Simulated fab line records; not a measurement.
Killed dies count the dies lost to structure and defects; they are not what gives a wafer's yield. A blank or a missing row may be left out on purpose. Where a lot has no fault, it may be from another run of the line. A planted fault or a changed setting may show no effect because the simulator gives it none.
Which of the tools did it? || flow n5-finfet || 24 lots with 72 wafers sampled at 6 steps, on a route of 1938 steps

## WHAT EACH GAUGE READ, for each wafer
The record lacks any reading of a measuring or inspecting step that a usual standard deviation could be used to judge.

## TOOL THAT RAN EACH LOT (tool first, then ch and the chambers of the sampled wafers, then the start)
{"lot": "L074", "N5_BEOL_M2_DEGAS_44": "pvd-sputter-03, day 6 19:12", "N5_BEOL_M2_SPUTTER_86": "pvd-sputter-02, day 6 20:36", "N5_BEOL_M3_ANNEAL_87": "pvd-sputter-01, day 7 03:20", "N5_BEOL_M3_ANNEAL_91": "pvd-sputter-01, day 7 03:46", "N5_BEOL_M3_ANNEAL_51": "rtp-anneal-02 ch 0, day 7 04:36", "N5_BEOL_M3_CO_CAP_55": "cvd-co-01 ch 0,1, day 7 05:13"}
{"lot": "L075", "N5_BEOL_M2_DEGAS_44": "pvd-sputter-02, day 7 07:46", "N5_BEOL_M2_SPUTTER_86": "pvd-sputter-02, day 7 09:05", "N5_BEOL_M3_ANNEAL_87": "pvd-sputter-03, day 7 21:59", "N5_BEOL_M3_ANNEAL_91": "pvd-sputter-03, day 7 22:26", "N5_BEOL_M3_ANNEAL_51": "rtp-anneal-01 ch 0, day 7 23:13", "N5_BEOL_M3_CO_CAP_55": "cvd-co-02 ch 0,2, day 7 23:53"}
{"lot": "L076", "N5_BEOL_M2_DEGAS_44": "pvd-sputter-03, day 7 07:54", "N5_BEOL_M2_SPUTTER_86": "pvd-sputter-03, day 7 09:17", "N5_BEOL_M3_ANNEAL_87": "pvd-sputter-03, day 7 20:09", "N5_BEOL_M3_ANNEAL_91": "pvd-sputter-03, day 7 20:35", "N5_BEOL_M3_ANNEAL_51": "rtp-anneal-01 ch 0, day 7 21:32", "N5_BEOL_M3_CO_CAP_55": "cvd-co-02 ch 1,2, day 7 22:13"}
{"lot": "L077", "N5_BEOL_M2_DEGAS_44": "pvd-sputter-02, day 7 07:56", "N5_BEOL_M2_SPUTTER_86": "pvd-sputter-01, day 7 09:25", "N5_BEOL_M3_ANNEAL_87": "pvd-sputter-03, day 8 01:33", "N5_BEOL_M3_ANNEAL_91": "pvd-sputter-03, day 8 01:59", "N5_BEOL_M3_ANNEAL_51": "rtp-anneal-01 ch 0, day 8 02:49", "N5_BEOL_M3_CO_CAP_55": "cvd-co-01 ch 0,1,2, day 8 03:38"}
{"lot": "L078", "N5_BEOL_M2_DEGAS_44": "pvd-sputter-03, day 7 07:59", "N5_BEOL_M2_SPUTTER_86": "pvd-sputter-02, day 7 11:00", "N5_BEOL_M3_ANNEAL_87": "pvd-sputter-01, day 8 03:05", "N5_BEOL_M3_ANNEAL_91": "pvd-sputter-01, day 8 03:32", "N5_BEOL_M3_ANNEAL_51": "rtp-anneal-02 ch 0, day 8 04:20", "N5_BEOL_M3_CO_CAP_55": "cvd-co-02 ch 1,2, day 8 05:00"}
{"lot": "L079", "N5_BEOL_M2_DEGAS_44": "pvd-sputter-02, day 7 17:25", "N5_BEOL_M2_SPUTTER_86": "pvd-sputter-02, day 7 18:43", "N5_BEOL_M3_ANNEAL_87": "pvd-sputter-03, day 8 04:46", "N5_BEOL_M3_ANNEAL_91": "pvd-sputter-03, day 8 05:13", "N5_BEOL_M3_ANNEAL_51": "rtp-anneal-02 ch 0, day 8 05:59", "N5_BEOL_M3_CO_CAP_55": "cvd-co-01 ch 1,2, day 8 06:40"}
{"lot": "L081", "N5_BEOL_M2_DEGAS_44": "pvd-sputter-03, day 8 06:10", "N5_BEOL_M2_SPUTTER_86": "pvd-sputter-01, day 8 07:28", "N5_BEOL_M3_ANNEAL_87": "pvd-sputter-01, day 8 15:20", "N5_BEOL_M3_ANNEAL_91": "pvd-sputter-01, day 8 15:46", "N5_BEOL_M3_ANNEAL_51": "rtp-anneal-02 ch 0, day 8 16:35", "N5_BEOL_M3_CO_CAP_55": "cvd-co-02 ch 0,1, day 8 17:13"}
{"lot": "L080", "N5_BEOL_M2_DEGAS_44": "pvd-sputter-03, day 8 08:17", "N5_BEOL_M2_SPUTTER_86": "pvd-sputter-02, day 8 09:36", "N5_BEOL_M3_ANNEAL_87": "pvd-sputter-02, day 8 19:49", "N5_BEOL_M3_ANNEAL_91": "pvd-sputter-02, day 8 20:16", "N5_BEOL_M3_ANNEAL_51": "rtp-anneal-02 ch 0, day 8 21:05", "N5_BEOL_M3_CO_CAP_55": "cvd-co-02 ch 0,1, day 8 21:42"}
{"lot": "L082", "N5_BEOL_M2_DEGAS_44": "pvd-sputter-01, day 8 14:15", "N5_BEOL_M2_SPUTTER_86": "pvd-sputter-01, day 8 17:10", "N5_BEOL_M3_ANNEAL_87": "pvd-sputter-02, day 9 05:41", "N5_BEOL_M3_ANNEAL_91": "pvd-sputter-02, day 9 06:08", "N5_BEOL_M3_ANNEAL_51": "rtp-anneal-01 ch 0, day 9 06:54", "N5_BEOL_M3_CO_CAP_55": "cvd-co-01 ch 1,2, day 9 07:34"}
{"lot": "L083", "N5_BEOL_M2_DEGAS_44": "pvd-sputter-03, day 9 06:22", "N5_BEOL_M2_SPUTTER_86": "pvd-sputter-02, day 9 07:41", "N5_BEOL_M3_ANNEAL_87": "pvd-sputter-02, day 9 14:46", "N5_BEOL_M3_ANNEAL_91": "pvd-sputter-02, day 9 19:41", "N5_BEOL_M3_ANNEAL_51": "rtp-anneal-02 ch 0, day 9 20:28", "N5_BEOL_M3_CO_CAP_55": "cvd-co-02 ch 0,1,2, day 9 21:11"}
{"lot": "L084", "N5_BEOL_M2_DEGAS_44": "pvd-sputter-03, day 9 06:46", "N5_BEOL_M2_SPUTTER_86": "pvd-sputter-03, day 9 07:59", "N5_BEOL_M3_ANNEAL_87": "pvd-sputter-02, day 9 21:55", "N5_BEOL_M3_ANNEAL_91": "pvd-sputter-02, day 9 22:21", "N5_BEOL_M3_ANNEAL_51": "rtp-anneal-01 ch 0, day 9 23:10", "N5_BEOL_M3_CO_CAP_55": "cvd-co-01 ch 0,1,2, day 9 23:48"}
{"lot": "L085", "N5_BEOL_M2_DEGAS_44": "pvd-sputter-01, day 9 09:30", "N5_BEOL_M2_SPUTTER_86": "pvd-sputter-03, day 9 10:45", "N5_BEOL_M3_ANNEAL_87": "pvd-sputter-01, day 9 22:10", "N5_BEOL_M3_ANNEAL_91": "pvd-sputter-01, day 9 22:36", "N5_BEOL_M3_ANNEAL_51": "rtp-anneal-01 ch 0, day 9 23:24", "N5_BEOL_M3_CO_CAP_55": "cvd-co-01 ch 0,1,2, day 10 00:04"}
{"lot": "L086", "N5_BEOL_M2_DEGAS_44": "pvd-sputter-01, day 9 20:38", "N5_BEOL_M2_SPUTTER_86": "pvd-sputter-03, day 9 22:03", "N5_BEOL_M3_ANNEAL_87": "pvd-sputter-01, day 10 05:19", "N5_BEOL_M3_ANNEAL_91": "pvd-sputter-01, day 10 05:45", "N5_BEOL_M3_ANNEAL_51": "rtp-anneal-02 ch 0, day 10 06:34", "N5_BEOL_M3_CO_CAP_55": "cvd-co-01 ch 0,1,2, day 10 07:11"}
{"lot": "L087", "N5_BEOL_M2_DEGAS_44": "pvd-sputter-03, day 10 08:01", "N5_BEOL_M2_SPUTTER_86": "pvd-sputter-02, day 10 09:32", "N5_BEOL_M3_ANNEAL_87": "pvd-sputter-01, day 10 22:10", "N5_BEOL_M3_ANNEAL_91": "pvd-sputter-01, day 10 22:36", "N5_BEOL_M3_ANNEAL_51": "rtp-anneal-01 ch 0, day 10 23:22", "N5_BEOL_M3_CO_CAP_55": "cvd-co-01 ch 2, day 11 00:11"}
{"lot": "L088", "N5_BEOL_M2_DEGAS_44": "pvd-sputter-03, day 10 10:38", "N5_BEOL_M2_SPUTTER_86": "pvd-sputter-03, day 10 12:11", "N5_BEOL_M3_ANNEAL_87": "pvd-sputter-01, day 11 01:50", "N5_BEOL_M3_ANNEAL_91": "pvd-sputter-01, day 11 02:17", "N5_BEOL_M3_ANNEAL_51": "rtp-anneal-02 ch 0, day 11 03:06", "N5_BEOL_M3_CO_CAP_55": "cvd-co-01 ch 0,2, day 11 03:49"}
{"lot": "L089", "N5_BEOL_M2_DEGAS_44": "pvd-sputter-03, day 10 13:38", "N5_BEOL_M2_SPUTTER_86": "pvd-sputter-02, day 10 15:16", "N5_BEOL_M3_ANNEAL_87": "pvd-sputter-03, day 11 04:20", "N5_BEOL_M3_ANNEAL_91": "pvd-sputter-03, day 11 04:47", "N5_BEOL_M3_ANNEAL_51": "rtp-anneal-02 ch 0, day 11 05:37", "N5_BEOL_M3_CO_CAP_55": "cvd-co-02 ch 0,1,2, day 11 06:15"}
{"lot": "L090", "N5_BEOL_M2_DEGAS_44": "pvd-sputter-03, day 10 19:02", "N5_BEOL_M2_SPUTTER_86": "pvd-sputter-01, day 10 20:14", "N5_BEOL_M3_ANNEAL_87": "pvd-sputter-02, day 11 05:18", "N5_BEOL_M3_ANNEAL_91": "pvd-sputter-02, day 11 05:44", "N5_BEOL_M3_ANNEAL_51": "rtp-anneal-02 ch 0, day 11 06:34", "N5_BEOL_M3_CO_CAP_55": "cvd-co-01 ch 0,2, day 11 07:13"}
{"lot": "L091", "N5_BEOL_M2_DEGAS_44": "pvd-sputter-01, day 11 03:20", "N5_BEOL_M2_SPUTTER_86": "pvd-sputter-01, day 11 05:20", "N5_BEOL_M3_ANNEAL_87": "pvd-sputter-01, day 11 11:42", "N5_BEOL_M3_ANNEAL_91": "pvd-sputter-01, day 11 12:08", "N5_BEOL_M3_ANNEAL_51": "rtp-anneal-02 ch 0, day 11 13:00", "N5_BEOL_M3_CO_CAP_55": "cvd-co-01 ch 0,2, day 11 13:38"}
{"lot": "L092", "N5_BEOL_M2_DEGAS_44": "pvd-sputter-01, day 11 04:08", "N5_BEOL_M2_SPUTTER_86": "pvd-sputter-03, day 11 06:20", "N5_BEOL_M3_ANNEAL_87": "pvd-sputter-03, day 11 14:24", "N5_BEOL_M3_ANNEAL_91": "pvd-sputter-03, day 11 14:50", "N5_BEOL_M3_ANNEAL_51": "rtp-anneal-02 ch 0, day 11 15:37", "N5_BEOL_M3_CO_CAP_55": "cvd-co-02 ch 0,2, day 11 16:17"}
{"lot": "L093", "N5_BEOL_M2_DEGAS_44": "pvd-sputter-02, day 11 07:17", "N5_BEOL_M2_SPUTTER_86": "pvd-sputter-01, day 11 08:49", "N5_BEOL_M3_ANNEAL_87": "pvd-sputter-02, day 11 17:26", "N5_BEOL_M3_ANNEAL_91": "pvd-sputter-02, day 11 17:52", "N5_BEOL_M3_ANNEAL_51": "rtp-anneal-02 ch 0, day 11 18:47", "N5_BEOL_M3_CO_CAP_55": "cvd-co-01 ch 0,1,2, day 11 19:21"}
{"lot": "L094", "N5_BEOL_M2_DEGAS_44": "pvd-sputter-02, day 11 16:01", "N5_BEOL_M2_SPUTTER_86": "pvd-sputter-03, day 11 18:11", "N5_BEOL_M3_ANNEAL_87": "pvd-sputter-01, day 12 12:17", "N5_BEOL_M3_ANNEAL_91": "pvd-sputter-01, day 12 12:43", "N5_BEOL_M3_ANNEAL_51": "rtp-anneal-01 ch 0, day 12 13:33", "N5_BEOL_M3_CO_CAP_55": "cvd-co-01 ch 0,1, day 12 14:14"}
{"lot": "L095", "N5_BEOL_M2_DEGAS_44": "pvd-sputter-02, day 11 19:49", "N5_BEOL_M2_SPUTTER_86": "pvd-sputter-02, day 11 21:11", "N5_BEOL_M3_ANNEAL_87": "pvd-sputter-01, day 12 18:02", "N5_BEOL_M3_ANNEAL_91": "pvd-sputter-01, day 12 18:28", "N5_BEOL_M3_ANNEAL_51": "rtp-anneal-02 ch 0, day 12 19:14", "N5_BEOL_M3_CO_CAP_55": "cvd-co-02 ch 0,1,2, day 12 19:55"}
{"lot": "L096", "N5_BEOL_M2_DEGAS_44": "pvd-sputter-01, day 12 06:11", "N5_BEOL_M2_SPUTTER_86": "pvd-sputter-03, day 12 07:34", "N5_BEOL_M3_ANNEAL_87": "pvd-sputter-01, day 12 21:12", "N5_BEOL_M3_ANNEAL_91": "pvd-sputter-01, day 12 21:38", "N5_BEOL_M3_ANNEAL_51": "rtp-anneal-01 ch 0, day 12 22:25", "N5_BEOL_M3_CO_CAP_55": "cvd-co-01 ch 0,1, day 12 23:05"}
{"lot": "L097", "N5_BEOL_M2_DEGAS_44": "pvd-sputter-03, day 12 09:46", "N5_BEOL_M2_SPUTTER_86": "pvd-sputter-03, day 12 11:07", "N5_BEOL_M3_ANNEAL_87": "pvd-sputter-01, day 12 23:19", "N5_BEOL_M3_ANNEAL_91": "pvd-sputter-01, day 12 23:46", "N5_BEOL_M3_ANNEAL_51": "rtp-anneal-02 ch 0, day 13 00:32", "N5_BEOL_M3_CO_CAP_55": "cvd-co-02 ch 1,2, day 13 01:12"}
- N5_BEOL_M2_DEGAS_44: time 60 s.
- N5_BEOL_M2_SPUTTER_86: material Cu, target thk 4.5 nm, time 8.29 s.
- N5_BEOL_M3_ANNEAL_87: time 240 s.
- N5_BEOL_M3_ANNEAL_91: time 240 s.
- N5_BEOL_M3_ANNEAL_51: time 90 s.
- N5_BEOL_M3_CO_CAP_55: material Co, precursor CCTBA/H2, target thk 2 nm, time 102.1 s.

## AS READ BY THE TOOLS THEMSELVES (means over the sampled wafers that have a number; for cases with no such wafer, the mark the record gives instead)
N5_BEOL_M2_DEGAS_44.
{"lot": "L074", "tool": "pvd-sputter-03", "heater-power-w (W)": 345}
{"lot": "L075", "tool": "pvd-sputter-02", "heater-power-w (W)": 351}
{"lot": "L076", "tool": "pvd-sputter-03", "heater-power-w (W)": 360}
{"lot": "L077", "tool": "pvd-sputter-02", "heater-power-w (W)": 352}
{"lot": "L078", "tool": "pvd-sputter-03", "heater-power-w (W)": 343}
{"lot": "L079", "tool": "pvd-sputter-02", "heater-power-w (W)": 324}
{"lot": "L081", "tool": "pvd-sputter-03", "heater-power-w (W)": 357}
{"lot": "L080", "tool": "pvd-sputter-03", "heater-power-w (W)": 362}
{"lot": "L082", "tool": "pvd-sputter-01", "heater-power-w (W)": 320}
{"lot": "L083", "tool": "pvd-sputter-03", "heater-power-w (W)": 358}
{"lot": "L084", "tool": "pvd-sputter-03", "heater-power-w (W)": 346}
{"lot": "L085", "tool": "pvd-sputter-01", "heater-power-w (W)": 342}
{"lot": "L086", "tool": "pvd-sputter-01", "heater-power-w (W)": 342}
{"lot": "L087", "tool": "pvd-sputter-03", "heater-power-w (W)": 314}
{"lot": "L088", "tool": "pvd-sputter-03", "heater-power-w (W)": 355}
{"lot": "L089", "tool": "pvd-sputter-03", "heater-power-w (W)": 370}
{"lot": "L090", "tool": "pvd-sputter-03", "heater-power-w (W)": 333}
{"lot": "L091", "tool": "pvd-sputter-01", "heater-power-w (W)": 368}
{"lot": "L092", "tool": "pvd-sputter-01", "heater-power-w (W)": 348}
{"lot": "L093", "tool": "pvd-sputter-02", "heater-power-w (W)": 391}
{"lot": "L094", "tool": "pvd-sputter-02", "heater-power-w (W)": 355}
{"lot": "L095", "tool": "pvd-sputter-02", "heater-power-w (W)": 417}
{"lot": "L096", "tool": "pvd-sputter-01", "heater-power-w (W)": 397}
{"lot": "L097", "tool": "pvd-sputter-03", "heater-power-w (W)": 351}

N5_BEOL_M2_SPUTTER_86.
{"lot": "L074", "tool": "pvd-sputter-02", "throttle-valve-pct (%)": 30.7}
{"lot": "L075", "tool": "pvd-sputter-02", "throttle-valve-pct (%)": 30.8}
{"lot": "L076", "tool": "pvd-sputter-03", "throttle-valve-pct (%)": 29.7}
{"lot": "L077", "tool": "pvd-sputter-01", "throttle-valve-pct (%)": 31.0}
{"lot": "L078", "tool": "pvd-sputter-02", "throttle-valve-pct (%)": 30.4}
{"lot": "L079", "tool": "pvd-sputter-02", "throttle-valve-pct (%)": 29.6}
{"lot": "L081", "tool": "pvd-sputter-01", "throttle-valve-pct (%)": 30.2}
{"lot": "L080", "tool": "pvd-sputter-02", "throttle-valve-pct (%)": 30.7}
{"lot": "L082", "tool": "pvd-sputter-01", "throttle-valve-pct (%)": 31.0}
{"lot": "L083", "tool": "pvd-sputter-02", "throttle-valve-pct (%)": 29.8}
{"lot": "L084", "tool": "pvd-sputter-03", "throttle-valve-pct (%)": 30.7}
{"lot": "L085", "tool": "pvd-sputter-03", "throttle-valve-pct (%)": 29.6}
{"lot": "L086", "tool": "pvd-sputter-03", "throttle-valve-pct (%)": 30.4}
{"lot": "L087", "tool": "pvd-sputter-02", "throttle-valve-pct (%)": 30.5}
{"lot": "L088", "tool": "pvd-sputter-03", "throttle-valve-pct (%)": 30.1}
{"lot": "L089", "tool": "pvd-sputter-02", "throttle-valve-pct (%)": 30.6}
{"lot": "L090", "tool": "pvd-sputter-01", "throttle-valve-pct (%)": 30.7}
{"lot": "L091", "tool": "pvd-sputter-01", "throttle-valve-pct (%)": 31.2}
{"lot": "L092", "tool": "pvd-sputter-03", "throttle-valve-pct (%)": 30.3}
{"lot": "L093", "tool": "pvd-sputter-01", "throttle-valve-pct (%)": 30.8}
{"lot": "L094", "tool": "pvd-sputter-03", "throttle-valve-pct (%)": 29.6}
{"lot": "L095", "tool": "pvd-sputter-02", "throttle-valve-pct (%)": 29.6}
{"lot": "L096", "tool": "pvd-sputter-03", "throttle-valve-pct (%)": 30.2}
{"lot": "L097", "tool": "pvd-sputter-03", "throttle-valve-pct (%)": 30.4}

N5_BEOL_M3_ANNEAL_87.
{"lot": "L074", "tool": "pvd-sputter-01", "heater-power-w (W)": 847}
{"lot": "L075", "tool": "pvd-sputter-03", "heater-power-w (W)": 929}
{"lot": "L076", "tool": "pvd-sputter-03", "heater-power-w (W)": 822}
{"lot": "L077", "tool": "pvd-sputter-03", "heater-power-w (W)": 935}
{"lot": "L078", "tool": "pvd-sputter-01", "heater-power-w (W)": 844}
{"lot": "L079", "tool": "pvd-sputter-03", "heater-power-w (W)": 917}
{"lot": "L081", "tool": "pvd-sputter-01", "heater-power-w (W)": 851}
{"lot": "L080", "tool": "pvd-sputter-02", "heater-power-w (W)": 882}
{"lot": "L082", "tool": "pvd-sputter-02", "heater-power-w (W)": 956}
{"lot": "L083", "tool": "pvd-sputter-02", "heater-power-w (W)": 890}
{"lot": "L084", "tool": "pvd-sputter-02", "heater-power-w (W)": 1025}
{"lot": "L085", "tool": "pvd-sputter-01", "heater-power-w (W)": 832}
{"lot": "L086", "tool": "pvd-sputter-01", "heater-power-w (W)": 848}
{"lot": "L087", "tool": "pvd-sputter-01", "heater-power-w (W)": 855}
{"lot": "L088", "tool": "pvd-sputter-01", "heater-power-w (W)": 858}
{"lot": "L089", "tool": "pvd-sputter-03", "heater-power-w (W)": 852}
{"lot": "L090", "tool": "pvd-sputter-02", "heater-power-w (W)": 942}
{"lot": "L091", "tool": "pvd-sputter-01", "heater-power-w (W)": 806}
{"lot": "L092", "tool": "pvd-sputter-03", "heater-power-w (W)": 900}
{"lot": "L093", "tool": "pvd-sputter-02", "heater-power-w (W)": 808}
{"lot": "L094", "tool": "pvd-sputter-01", "heater-power-w (W)": 924}
{"lot": "L095", "tool": "pvd-sputter-01", "heater-power-w (W)": 1029}
{"lot": "L096", "tool": "pvd-sputter-01", "heater-power-w (W)": 911}
{"lot": "L097", "tool": "pvd-sputter-01", "heater-power-w (W)": 858}

N5_BEOL_M3_ANNEAL_91.
{"lot": "L074", "tool": "pvd-sputter-01", "heater-power-w (W)": 862}
{"lot": "L075", "tool": "pvd-sputter-03", "heater-power-w (W)": 950}
{"lot": "L076", "tool": "pvd-sputter-03", "heater-power-w (W)": 829}
{"lot": "L077", "tool": "pvd-sputter-03", "heater-power-w (W)": 933}
{"lot": "L078", "tool": "pvd-sputter-01", "heater-power-w (W)": 863}
{"lot": "L079", "tool": "pvd-sputter-03", "heater-power-w (W)": 925}
{"lot": "L081", "tool": "pvd-sputter-01", "heater-power-w (W)": 854}
{"lot": "L080", "tool": "pvd-sputter-02", "heater-power-w (W)": 889}
{"lot": "L082", "tool": "pvd-sputter-02", "heater-power-w (W)": 957}
{"lot": "L083", "tool": "pvd-sputter-02", "heater-power-w (W)": 892}
{"lot": "L084", "tool": "pvd-sputter-02", "heater-power-w (W)": 1025}
{"lot": "L085", "tool": "pvd-sputter-01", "heater-power-w (W)": 807}
{"lot": "L086", "tool": "pvd-sputter-01", "heater-power-w (W)": 850}
{"lot": "L087", "tool": "pvd-sputter-01", "heater-power-w (W)": 867}
{"lot": "L088", "tool": "pvd-sputter-01", "heater-power-w (W)": 874}
{"lot": "L089", "tool": "pvd-sputter-03", "heater-power-w (W)": 883}
{"lot": "L090", "tool": "pvd-sputter-02", "heater-power-w (W)": 956}
{"lot": "L091", "tool": "pvd-sputter-01", "heater-power-w (W)": 817}
{"lot": "L092", "tool": "pvd-sputter-03", "heater-power-w (W)": 911}
{"lot": "L093", "tool": "pvd-sputter-02", "heater-power-w (W)": 816}
{"lot": "L094", "tool": "pvd-sputter-01", "heater-power-w (W)": 923}
{"lot": "L095", "tool": "pvd-sputter-01", "heater-power-w (W)": 1009}
{"lot": "L096", "tool": "pvd-sputter-01", "heater-power-w (W)": 922}
{"lot": "L097", "tool": "pvd-sputter-01", "heater-power-w (W)": 851}

N5_BEOL_M3_ANNEAL_51.
{"lot": "L074", "tool": "rtp-anneal-02", "wafer_temp_C_max": 225.92}
{"lot": "L075", "tool": "rtp-anneal-01", "wafer_temp_C_max": 225.78}
{"lot": "L076", "tool": "rtp-anneal-01", "wafer_temp_C_max": 225.98}
{"lot": "L077", "tool": "rtp-anneal-01", "wafer_temp_C_max": 225.87}
{"lot": "L078", "tool": "rtp-anneal-02", "wafer_temp_C_max": 225.90}
{"lot": "L079", "tool": "rtp-anneal-02", "wafer_temp_C_max": 225.92}
{"lot": "L081", "tool": "rtp-anneal-02", "wafer_temp_C_max": 226.11}
{"lot": "L080", "tool": "rtp-anneal-02", "wafer_temp_C_max": 225.73}
{"lot": "L082", "tool": "rtp-anneal-01", "wafer_temp_C_max": 226.11}
{"lot": "L083", "tool": "rtp-anneal-02", "wafer_temp_C_max": 225.92}
{"lot": "L084", "tool": "rtp-anneal-01", "wafer_temp_C_max": 225.92}
{"lot": "L085", "tool": "rtp-anneal-01", "wafer_temp_C_max": 225.79}
{"lot": "L086", "tool": "rtp-anneal-02", "wafer_temp_C_max": 225.94}
{"lot": "L087", "tool": "rtp-anneal-01", "wafer_temp_C_max": 225.93}
{"lot": "L088", "tool": "rtp-anneal-02", "wafer_temp_C_max": 225.85}
{"lot": "L089", "tool": "rtp-anneal-02", "wafer_temp_C_max": 225.76}
{"lot": "L090", "tool": "rtp-anneal-02", "wafer_temp_C_max": 225.90}
{"lot": "L091", "tool": "rtp-anneal-02", "wafer_temp_C_max": 226.08}
{"lot": "L092", "tool": "rtp-anneal-02", "wafer_temp_C_max": 225.77}
{"lot": "L093", "tool": "rtp-anneal-02", "wafer_temp_C_max": 225.96}
{"lot": "L094", "tool": "rtp-anneal-01", "wafer_temp_C_max": 225.95}
{"lot": "L095", "tool": "rtp-anneal-02", "wafer_temp_C_max": 226.11}
{"lot": "L096", "tool": "rtp-anneal-01", "wafer_temp_C_max": 225.98}
{"lot": "L097", "tool": "rtp-anneal-02", "wafer_temp_C_max": 226.07}

N5_BEOL_M3_CO_CAP_55.
{"lot": "L074", "tool": "cvd-co-01", "heater-power-w (W)": 240}
{"lot": "L075", "tool": "cvd-co-02", "heater-power-w (W)": 225}
{"lot": "L076", "tool": "cvd-co-02", "heater-power-w (W)": 213}
{"lot": "L077", "tool": "cvd-co-01", "heater-power-w (W)": 240}
{"lot": "L078", "tool": "cvd-co-02", "heater-power-w (W)": 208}
{"lot": "L079", "tool": "cvd-co-01", "heater-power-w (W)": 234}
{"lot": "L081", "tool": "cvd-co-02", "heater-power-w (W)": 224}
{"lot": "L080", "tool": "cvd-co-02", "heater-power-w (W)": 227}
{"lot": "L082", "tool": "cvd-co-01", "heater-power-w (W)": 230}
{"lot": "L083", "tool": "cvd-co-02", "heater-power-w (W)": 221}
{"lot": "L084", "tool": "cvd-co-01", "heater-power-w (W)": 237}
{"lot": "L085", "tool": "cvd-co-01", "heater-power-w (W)": 238}
{"lot": "L086", "tool": "cvd-co-01", "heater-power-w (W)": 236}
{"lot": "L087", "tool": "cvd-co-01", "heater-power-w (W)": 225}
{"lot": "L088", "tool": "cvd-co-01", "heater-power-w (W)": 232}
{"lot": "L089", "tool": "cvd-co-02", "heater-power-w (W)": 218}
{"lot": "L090", "tool": "cvd-co-01", "heater-power-w (W)": 236}
{"lot": "L091", "tool": "cvd-co-01", "heater-power-w (W)": 236}
{"lot": "L092", "tool": "cvd-co-02", "heater-power-w (W)": 231}
{"lot": "L093", "tool": "cvd-co-01", "heater-power-w (W)": 238}
{"lot": "L094", "tool": "cvd-co-01", "heater-power-w (W)": 242}
{"lot": "L095", "tool": "cvd-co-02", "heater-power-w (W)": 220}
{"lot": "L096", "tool": "cvd-co-01", "heater-power-w (W)": 242}
{"lot": "L097", "tool": "cvd-co-02", "heater-power-w (W)": 209}

## THE ANSWER, worked out from the rows above alone
Rule: usual is defined by the lots themselves. Put in order of their means at a reading, lots are off if they are a third of the lots or fewer, leave a main group of 4 or more, and stand apart from it by a gap of 3 or more times the standard deviation of the main group's means; of several such gaps the widest counts. If all means in a main group match to the digits the tables above print for the reading, that group is not used. A lot without any number at a reading at which 4 lots or more have one is off too. All remaining lots with rows at the step are treated as sound. After the gauges, taken in route order, come the tools' own readings; for these a lot's mean is taken, as printed above. The first step at which some lot is off is used, and at that step the reading that is off furthest; a lot without a number counts as furthest.
No lot is off on any of the readings shown, so nothing can be concluded from this.

## WHAT THE SIMULATOR PUT IN
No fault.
